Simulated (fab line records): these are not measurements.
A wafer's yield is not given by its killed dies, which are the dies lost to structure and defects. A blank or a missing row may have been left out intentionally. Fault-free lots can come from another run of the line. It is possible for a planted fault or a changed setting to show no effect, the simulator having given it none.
Which tool is to blame? -- flow n5-finfet -- 72 wafers from 24 lots sampled at 4 of the route's 1938 steps

## WHAT THE GAUGES READ, wafer by wafer
N5_BEOL_M9_THK_MEAS_53: measures by xrf. Usual: M9_THK gives 139 nm (standard deviation 3.6).
lot,measured,on,M9_THK (nm),flag
L075,day 10 18:38,film-metro-02,145 140 138,
L074,day 10 18:51,film-metro-01,138 138 140,
L076,day 11 01:16,film-metro-02,138 143 136,
L079,day 11 05:02,film-metro-01,137 136 143,
L077,day 12 01:13,film-metro-02,141 142 142,
L078,day 12 03:52,film-metro-02,142 135 146,
L081,day 12 08:38,film-metro-01,140 135 134,
L080,day 12 16:16,film-metro-02,140 138 138,
L082,day 12 20:09,film-metro-02,144 138 140,
L083,day 12 21:17,film-metro-02,146 137 140,
L084,day 12 23:37,film-metro-02,144 141 144,
L085,day 13 04:54,film-metro-01,136 136 132,
L086,day 13 20:37,film-metro-02,145 141 143,
L087,day 14 06:18,film-metro-01,138 141 142,
L090,day 14 11:50,film-metro-02,141 135 140,
L088,day 14 12:07,film-metro-02,146 135 139,
L089,day 14 12:08,film-metro-01,136 139 138,
L092,day 14 16:13,film-metro-01,138 137 134,
L091,day 14 20:47,film-metro-01,135 143 139,
L093,day 15 11:20,film-metro-01,134 135 132,
L095,day 15 17:32,film-metro-01,134 144 138,
L094,day 15 17:54,film-metro-02,145 137 142,
L096,day 16 17:49,film-metro-02,143 134 134,
L097,day 18 01:07,film-metro-01,145 139 134,

N5_BEOL_M10_OCD_MEAS_38. Usual: trench-depth-nm 148.7 nm, standard deviation 2.9.
lot,measured,on,trench-depth-nm (nm),flag
L075,day 10 22:53,ocd-02,151.6 148.7 149.8,
L074,day 10 23:09,ocd-02,145.3 149.9 149.7,
L076,day 11 07:18,ocd-01,151.4 147.7 144.9,
L079,day 11 11:14,ocd-02,145.4 142.0 146.3,
L077,day 12 06:02,ocd-02,157.3 151.7 151.4,
L078,day 12 08:11,ocd-02,147.8 144.8 144.1,
L081,day 12 17:39,ocd-01,149.0 153.9 155.4,
L080,day 12 20:07,ocd-02,147.3 143.3 148.5,
L082,day 13 02:07,ocd-02,148.5 150.8 150.1,
L083,day 13 02:35,ocd-02,141.5 145.2 147.7,
L084,day 13 04:40,ocd-01,152.8 148.3 151.5,
L085,day 13 09:08,ocd-02,146.3 142.3 144.4,
L086,day 14 03:07,ocd-02,150.5 153.2 148.5,
L087,day 14 10:36,ocd-02,149.1 147.1 145.0,
L090,day 14 16:05,ocd-02,149.1 149.5 153.2,
L088,day 14 16:13,ocd-01,146.4 147.3 146.3,
L089,day 14 18:31,ocd-02,149.2 150.5 150.0,
L092,day 14 22:32,ocd-01,147.7 148.4 147.0,
L091,day 15 02:55,ocd-01,152.6 149.2 148.9,
L093,day 15 14:46,ocd-02,148.9 151.7 150.0,
L095,day 15 21:40,ocd-02,145.2 144.0 145.5,
L094,day 15 21:50,ocd-02,149.4 148.2 144.1,
L096,day 16 23:41,ocd-02,153.6 147.8 150.2,
L097,day 18 07:38,ocd-02,149.8 151.5 150.0,

## EACH LOT AND THE TOOL THAT RAN IT (in order: tool; ch and the chambers of the sampled wafers; start)
lot,N5_BEOL_M10_HM_OPEN_17,N5_BEOL_M10_ETCH_41
L075,"rie-metal-03 ch 0, day 10 21:04","rie-diel-04 ch 0,2, day 10 22:53 or earlier"
L074,"rie-metal-02 ch 0,1, day 10 21:10","rie-diel-01 ch 0,2,3, day 10 23:09 or earlier"
L076,"rie-metal-02 ch 0,1, day 11 03:54","rie-diel-01 ch 0,1,3, day 11 07:18 or earlier"
L079,"rie-metal-01 ch 1, day 11 08:28","rie-diel-04 ch 1,2,3, day 11 11:14 or earlier"
L077,"rie-metal-03 ch 0,1, day 12 03:38","rie-diel-02 ch 0,3, day 12 06:02 or earlier"
L078,"rie-metal-02 ch 1, day 12 06:55","rie-diel-04 ch 1,3, day 12 08:11 or earlier"
L081,"rie-metal-03 ch 0,1, day 12 12:49","rie-diel-02 ch 0,3, day 12 17:39 or earlier"
L080,"rie-metal-03 ch 0, day 12 18:57","rie-diel-04 ch 0,1,2, day 12 20:07 or earlier"
L082,"rie-metal-02 ch 0,1, day 12 23:05","rie-diel-02 ch 0,2, day 13 02:07 or earlier"
L083,"rie-metal-03 ch 0,1, day 12 23:14","rie-diel-04 ch 0,1,3, day 13 02:35 or earlier"
L084,"rie-metal-01 ch 0,1, day 13 03:21","rie-diel-02 ch 0,3, day 13 04:40 or earlier"
L085,"rie-metal-02 ch 1, day 13 07:49","rie-diel-04 ch 1,2, day 13 09:08 or earlier"
L086,"rie-metal-01 ch 0,1, day 14 01:56","rie-diel-02 ch 2,3, day 14 03:07 or earlier"
L087,"rie-metal-03 ch 0,1, day 14 09:23","rie-diel-01 ch 0,1,3, day 14 10:36 or earlier"
L090,"rie-metal-03 ch 0,1, day 14 14:35","rie-diel-02 ch 1,2,3, day 14 16:05 or earlier"
L088,"rie-metal-02 ch 0,1, day 14 14:37","rie-diel-04 ch 0,2, day 14 16:13 or earlier"
L089,"rie-metal-02 ch 0,1, day 14 14:52","rie-diel-01 ch 1,2,3, day 14 18:31 or earlier"
L092,"rie-metal-02 ch 0,1, day 14 18:58","rie-diel-04 ch 2,3, day 14 22:32 or earlier"
L091,"rie-metal-02 ch 0,1, day 14 22:58","rie-diel-02 ch 1,2,3, day 15 02:55 or earlier"
L093,"rie-metal-01 ch 0,1, day 15 13:25","rie-diel-02 ch 2,3, day 15 14:46 or earlier"
L095,"rie-metal-03 ch 0,1, day 15 19:38","rie-diel-04 ch 0,1,2, day 15 21:40 or earlier"
L094,"rie-metal-02 ch 0,1, day 15 20:15","rie-diel-01 ch 0,1,3, day 15 21:50 or earlier"
L096,"rie-metal-02 ch 1, day 16 20:25","rie-diel-02 ch 1,3, day 16 23:41 or earlier"
L097,"rie-metal-01 ch 0,1, day 18 03:52","rie-diel-02 ch 1,2,3, day 18 07:38 or earlier"
- N5_BEOL_M10_HM_OPEN_17: chemistry Cl2/BCl3, target TiN, target depth 20 nm, overetch 6 nm.
- N5_BEOL_M10_ETCH_41: etches SiCN in CH3F/O2, target depth 42.6 nm, time 86 s.

## AS READ BY THE TOOLS THEMSELVES (means over the sampled wafers that have a number; for cases with no such wafer, the mark the record gives instead)
N5_BEOL_M10_HM_OPEN_17. Usual: bias-w 126.0 W, standard deviation 0.35; drypump-motor-current-A 5.5 A, standard deviation 0.31; oes-product-au 0.65 a.u., standard deviation 0.077; throttle-valve-pct 22.12 %, standard deviation 0.21.
lot,tool,bias-w (W),drypump-motor-current-A (A),oes-product-au (a.u.),throttle-valve-pct (%),flag
L075,rie-metal-03,126.2,6.0,0.60,22.35,
L074,rie-metal-02,125.9,5.3,0.66,21.91,
L076,rie-metal-02,125.9,5.2,0.67,21.90,
L079,rie-metal-01,125.9,5.2,0.60,22.45,
L077,rie-metal-03,125.6,5.7,0.70,22.15,
L078,rie-metal-02,125.4,5.5,0.57,21.93,
L081,rie-metal-03,126.2,5.8,0.65,22.26,
L080,rie-metal-03,125.9,6.0,0.60,22.35,
L082,rie-metal-02,125.9,5.4,0.62,21.91,
L083,rie-metal-03,126.3,5.8,0.64,22.26,
L084,rie-metal-01,126.0,5.5,0.67,22.40,
L085,rie-metal-02,125.9,5.5,0.57,21.92,
L086,rie-metal-01,125.6,5.5,0.65,22.43,
L087,rie-metal-03,126.1,5.7,0.69,22.17,
L090,rie-metal-03,126.3,5.7,0.69,22.17,
L088,rie-metal-02,126.3,5.3,0.65,21.92,
L089,rie-metal-02,125.8,5.4,0.61,21.93,
L092,rie-metal-02,126.2,5.2,0.66,21.92,
L091,rie-metal-02,126.1,5.4,0.61,21.92,
L093,rie-metal-01,126.1,5.5,0.65,22.42,
L095,rie-metal-03,126.1,5.7,0.69,22.14,
L094,rie-metal-02,126.5,5.2,0.64,21.93,
L096,rie-metal-02,126.1,5.5,0.56,21.93,
L097,rie-metal-01,126.0,5.7,0.70,22.35,

N5_BEOL_M10_ETCH_41. Usual: bias-w 74.98 W, standard deviation 0.24; drypump-motor-current-A 5.6 A, standard deviation 0.39; oes-product-au 0.80 a.u., standard deviation 0.091; rf-vpp-V 297.7 V, standard deviation 1.7; showerhead-plenum-p-Torr 2.02 Torr, standard deviation 0.072; throttle-valve-pct 16.22 %, standard deviation 0.19.
lot,tool,bias-w (W),drypump-motor-current-A (A),oes-product-au (a.u.),rf-vpp-V (V),showerhead-plenum-p-Torr (Torr),throttle-valve-pct (%),flag
L075,rie-diel-04,74.94,5.7,0.85,298.4,2.06,16.08,
L074,rie-diel-01,74.96,5.4,0.79,298.5,2.07,16.25,
L076,rie-diel-01,75.07,5.0,0.82,299.0,2.01,16.19,
L079,rie-diel-04,74.89,6.0,0.74,297.5,2.00,16.36,
L077,rie-diel-02,74.93,5.4,0.79,296.5,2.01,16.17,
L078,rie-diel-04,74.91,6.2,0.69,297.8,2.03,16.49,
L081,rie-diel-02,74.81,5.5,0.85,298.4,2.04,16.02,
L080,rie-diel-04,75.04,5.9,0.77,298.2,2.03,16.28,
L082,rie-diel-02,74.79,5.7,0.87,299.4,2.08,16.27,
L083,rie-diel-04,75.11,6.0,0.74,298.4,2.04,16.33,
L084,rie-diel-02,75.27,5.5,0.85,298.2,2.03,16.04,
L085,rie-diel-04,74.71,6.0,0.75,296.5,1.98,16.37,
L086,rie-diel-02,74.86,5.8,0.91,299.2,2.11,16.13,
L087,rie-diel-01,74.94,5.0,0.79,296.7,2.01,16.23,
L090,rie-diel-02,75.00,5.7,0.85,297.5,2.03,16.17,
L088,rie-diel-04,75.35,5.7,0.82,297.4,2.05,16.15,
L089,rie-diel-01,75.13,5.5,0.84,298.7,2.05,16.16,
L092,rie-diel-04,75.10,5.8,0.71,296.3,1.97,16.36,
L091,rie-diel-02,74.86,5.7,0.84,297.4,2.03,16.17,
L093,rie-diel-02,75.07,5.8,0.89,298.8,2.10,16.16,
L095,rie-diel-04,74.92,6.0,0.83,298.3,2.02,16.17,
L094,rie-diel-01,74.98,5.0,0.78,297.6,2.00,16.27,
L096,rie-diel-02,74.83,5.6,0.77,295.5,1.96,16.22,
L097,rie-diel-02,75.03,5.7,0.80,297.2,2.02,16.24,

## THE ANSWER, worked out from the rows above alone
Rule: a lot counts as off when the mean over its wafers that have a number is more than 3 standard deviations away from the usual mean. A lot without any number at a reading at which 4 lots or more have one is off too. Where the step has rows for the other lots, those lots are counted as sound. First the gauges in route order, then the tools' own readings, where a lot's mean is used as printed above. The first step at which some lot is off is used, and at that step the reading that is off furthest; a lot without a number counts as furthest.
No lot is off on any of the readings shown, so nothing can be concluded from this.

## WHAT THE SIMULATOR HAD PUT IN
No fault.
